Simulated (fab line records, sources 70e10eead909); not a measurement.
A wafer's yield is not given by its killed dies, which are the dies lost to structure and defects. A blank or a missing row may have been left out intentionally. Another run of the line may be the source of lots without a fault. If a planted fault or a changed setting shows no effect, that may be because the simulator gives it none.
Code-filled problem report in 8D (eight disciplines) form    flow nand_harc    the parts of the form that need people (team, actions taken, sign-off) are left out

== 1. THE ISSUE ==
killed_at_array at NHARC_END_SORT_01 reads a mean of 153 on 6 wafers of 2 lots; wafers without a fault read 53 with a standard deviation of 21. Relative to the usual mean, that is a shift of +4.7 standard deviations.
The first sign was on wafer L857.1 at day 26 21:08, on prober-02. The record holds 9 wafers of 3 lots with a number at this step. By rule, "out" or "out of limits" means more than 4 standard deviations away from the usual mean. The rest of the wafers with a number are treated as sound.

== 2. WHAT THIS IS AND IS NOT ==
question                     is                            is not
which readings at this step  killed_at_array, killed_dies  killed_at_periphery, killed_open
which lots                   L857, L859                    L858
which wafers of those lots   all that have a number        -
read on which gauges         prober-02                     prober-01
when                         from day 26 21:08             up to then (0 sound wafers); but 3 sound wafers of L858 came after

== 3. THE SUSPECTS, EACH WITH WHAT RULES IT OUT ==
Counting: a tool at a process step up to the reading stays a suspect if it ran every lot that is out and no sound lot after the first of them.
- the gauge at NHARC_END_SORT_01: kept. All the wafers that are out were read on prober-02, and no step on other tools shows them out.
- ald_sin_batch-01 at NHARC_A_CHANNEL_FILL_D1_ALD_03 (deposits SiNx, target thk 6 nm, pulse time 60 s, ald cycles 58): kept. It ran every lot that is out, first L857 (day 11 16:37), and no sound lot after that.
- plasma_asher-01 at NHARC_THIN_TSV_STRIP_62 (strips in N2/H2, time 20 s): ruled out as a lasting fault. The sound lots L858 went through it after L857, its earliest lot that is out (day 26 11:09).
After counting, ald_sin_batch-01 at NHARC_A_CHANNEL_FILL_D1_ALD_03 and prober-02 at NHARC_END_SORT_01 remain.

== 4. THE CAUSE (what the simulator had put in) ==
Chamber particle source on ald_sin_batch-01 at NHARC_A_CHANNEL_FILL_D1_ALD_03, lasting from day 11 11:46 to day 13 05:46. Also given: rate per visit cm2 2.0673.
Counting left 2 suspects, and this tool is among them.

== 5. SEQUENCE OF EFFECTS, ordered by route ==
Each row: a reading whose mean over the struck wafers that have a number lies more than 3 standard deviations from the usual. Readings are gone through only where the record gives a usual standard deviation; hours: the median, over the lots, of the time from a lot's start at the first step in this table giving one to that lot's start at this step; sigmas: the change measured in usual standard deviations.
hours  step               reading          usual  on struck wafers  change  sigmas
0      NHARC_END_SORT_01  killed_at_array  53     153               +100    +4.7
0      NHARC_END_SORT_01  killed_dies      58     158               +100    +4.5

== 6. WHAT WOULD HAVE CAUGHT IT SOONER ==
In this record the first reading out of limits at a measuring or inspecting step was taken at day 26 21:08, 369 hours after the fault began at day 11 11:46.
Of the tool readings at NHARC_A_CHANNEL_FILL_D1_ALD_03 for which the record gives a usual standard deviation, none was out on any struck wafer, so an alarm limit of 4 standard deviations on them would not have fired.
All the lots that are out (2) had begun NHARC_A_CHANNEL_FILL_D1_ALD_03 on ald_sin_batch-01 by day 26 21:08. Tool hold at that time: it would have spared none of them.
